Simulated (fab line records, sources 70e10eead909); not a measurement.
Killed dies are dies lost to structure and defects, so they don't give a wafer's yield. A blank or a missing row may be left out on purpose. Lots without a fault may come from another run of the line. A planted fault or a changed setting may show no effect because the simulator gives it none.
A struck lot beside a sound one | flow nand_harc | 40 steps out of a route of 1159
Sound: wafers L949.1, L949.2, L949.3. Struck: wafers L955.4, L955.5, L955.6. The cause comes at the end.
At each step with rows: each side's tool, then ch and its chambers, then its first start. Under that, the readings that differ: sound wafers | struck wafers | difference of the means | sigmas: that difference in standard deviations of wafers without a fault.
alike: readings whose means differ by less than 2 such deviations, and words and numbers that are the same on both sides. not compared: withheld readings, readings that some wafer has no value for, bounds like >300 that may hide the same value, and numbers for which the record gives no deviation and whose values overlap.
The two part at a step that has a row with sigmas, a row that says differs or no value, or rows on one side only. Numbers that don't overlap but have no deviation are shown without sigmas and don't part them. A reading that every wafer of one side lacks parts them only if that side has two wafers or more.

first, 4 steps without rows for these wafers: NHARC_A_SGD_CUT_PRECLEAN_18 (cleans in SC1); NHARC_A_SGD_CUT_SRD_19; NHARC_A_SGD_CUT_DEP_20 (deposits SiO2, target thk 150 nm); NHARC_A_SGD_CUT_ANNEAL_27 (time 1800 s).
NHARC_A_SGD_CUT_CMP_21: polishes, target thk 148.19 nm.
  sound on cmp-02 ch 0,1,3, day 14 10:19; struck on cmp-02 ch 1,2,3, day 15 15:04
  reading                | sound          | struck         | difference | sigmas
  time_to_endpoint_s (s) | 46.6 48.4 46.2 | 51.9 52.5 52.7 | +5.3       | +2
  alike: motor_current_A
NHARC_A_SGD_CUT_THK_MEAS_22: measures by ellipsometry.
  sound on film_metro-01, day 14 10:32; struck on film_metro-02, day 15 15:16
  alike: thk_nm
then, 3 steps without rows for these wafers: NHARC_A_SGD_CUT_SRD_23; NHARC_A_SGD_CUT_ETCH_26 (etches SiO2 in dHF, target depth 45.8 nm); NHARC_A_SGD_CUT_ETCHBACK_24 (etches the open film in CH3F/O2, target depth 50 nm, time 92.857 s).
NHARC_A_SGD_CUT_STRIP_28: strips in O2, time 20 s.
  sound on rie_diel-09 ch 0,1,2; struck on rie_diel-09 ch 0,2,3
  alike: drypump_motor_current_A, o2_flow_sccm, oes_product_au, rf_vpp_V, showerhead_plenum_p_Torr, throttle_valve_pct
  not compared: rf_hours_counter_h
NHARC_A_SGD_CUT_INSPECT_25:
  sound on defect_inspect-01, day 14 11:05; struck on defect_inspect-01, day 15 15:44
  alike: raw_defect_count
then, 1 step without rows for these wafers: NHARC_A_SLIT_DEP_25 (deposits SiO2, target thk 200 nm).
NHARC_A_SLIT_DEP_00: deposits aC, target thk 3200 nm.
  sound on acl_dep-03 ch 0, day 14 11:29; struck on acl_dep-03, day 15 20:56
  no value came back on the struck wafers for susceptor_temp_C (C), throttle_valve_pct (%); on the sound wafers susceptor_temp_C (C) reads 399.68 399.85 400.09
then, 9 steps without rows for these wafers: NHARC_A_SLIT_DEP_23 (deposits SiON, target thk 100 nm); NHARC_A_SLIT_DEHYDRATE_01 (time 120 s); NHARC_A_SLIT_HMDS_02 (time 30 s); NHARC_A_SLIT_COAT_03 (resist thk 90 nm); NHARC_A_SLIT_SOFTBAKE_04 (time 55 s); NHARC_A_SLIT_EBR_05; NHARC_A_SLIT_EXPOSE_06 (exposes mask SLIT); NHARC_A_SLIT_PEB_07 (peb time 65 s); NHARC_A_SLIT_DEVELOP_08 (develop time 35 s).
NHARC_A_SLIT_CD_MEAS_09: target cd 300 nm.
  sound on cd_sem-02 ch 0, day 14 14:02; struck on cd_sem-01 ch 0, day 15 22:37
  alike: cd_nm
NHARC_A_SLIT_OVL_MEAS_10:
  sound on overlay-02, day 14 14:07; struck on overlay-02, day 15 22:42
  alike: overlay_x_nm, overlay_y_nm
NHARC_A_SLIT_INSPECT_11:
  sound on defect_inspect-02, day 14 14:09; struck on defect_inspect-01, day 15 22:44
  alike: raw_defect_count
NHARC_A_SLIT_DESCUM_14: chemistry O2, time 3 s.
  sound on rie_diel-12 ch 0,2,3, day 14 14:13; struck on rie_diel-12 ch 0,1,3, day 15 22:49
  alike: drypump_motor_current_A, o2_flow_sccm, oes_product_au, rf_vpp_V, showerhead_plenum_p_Torr, throttle_valve_pct
  not compared: rf_hours_counter_h
NHARC_A_SLIT_ETCH_24: etches the open film in CF4/CHF3, target depth 121 nm, time 60.5 s.
  sound on rie_diel-12 ch 0,2,3, day 14 14:18; struck on rie_diel-12 ch 2,3, day 15 22:53
  alike: drypump_motor_current_A, oes_product_au, rf_fwd_power_W, rf_vpp_V, showerhead_plenum_p_Torr, throttle_valve_pct
  not compared: rf_hours_counter_h
then, 4 steps without rows for these wafers: NHARC_A_SLIT_ETCH_15 (etches the open film in O2/COS, target depth 3200 nm, time 832 s); NHARC_A_SLIT_ETCH_17 (etches the open film in C4F8/O2/Ar, time 1687.5 s, target depth 10100 nm); NHARC_A_SLIT_ETCH_26 (etches the open film in C4F8/O2/Ar, time 90 s, target depth 400 nm); NHARC_A_SLIT_STRIP_28 (strips in O2/COS).
NHARC_A_SLIT_ETCH_29: etches the open film in CF4/O2, target depth 100 nm, overetch 10 nm, time 55 s.
  sound on rie_diel-08 ch 0,1,2, day 14 17:05; struck on rie_diel-08 ch 0,3, day 16 01:40
  alike: drypump_motor_current_A, o2_flow_sccm, oes_product_au, rf_fwd_power_W, rf_vpp_V, showerhead_plenum_p_Torr, throttle_valve_pct
  not compared: rf_hours_counter_h
then, 3 steps without rows for these wafers: NHARC_A_SLIT_STRIP_18 (strips in O2); NHARC_A_SLIT_PRECLEAN_19 (cleans in SC1); NHARC_A_SLIT_SRD_20.
NHARC_A_SLIT_CD_MEAS_21:
  sound on cd_sem-03, day 14 17:38; struck on cd_sem-01, day 16 02:12
  reading    | sound             | struck | difference                    | sigmas
  cd_nm (nm) | 288.5 287.9 288.8 | - - -  | no value on the struck wafers |
then, 3 steps without rows for these wafers: NHARC_A_SIN_REMOVE_WET_00 (chemistry H3PO4, time 15300 s); NHARC_A_SIN_REMOVE_PRECLEAN_01 (cleans in SC1); NHARC_A_SIN_REMOVE_SRD_02.
NHARC_A_SIN_REMOVE_INSPECT_04:
  sound on defect_inspect-02, day 15 01:19; struck on defect_inspect-02, day 16 10:06
  reading          | sound       | struck         | difference | sigmas
  raw_defect_count | 253 293 193 | 4669 4470 4782 | +4394      | +51
  not compared: hold

WHERE THEY PART
First at NHARC_A_SGD_CUT_CMP_21; last, within this record, at NHARC_A_SIN_REMOVE_INSPECT_04.

WHY: what the simulator had put in
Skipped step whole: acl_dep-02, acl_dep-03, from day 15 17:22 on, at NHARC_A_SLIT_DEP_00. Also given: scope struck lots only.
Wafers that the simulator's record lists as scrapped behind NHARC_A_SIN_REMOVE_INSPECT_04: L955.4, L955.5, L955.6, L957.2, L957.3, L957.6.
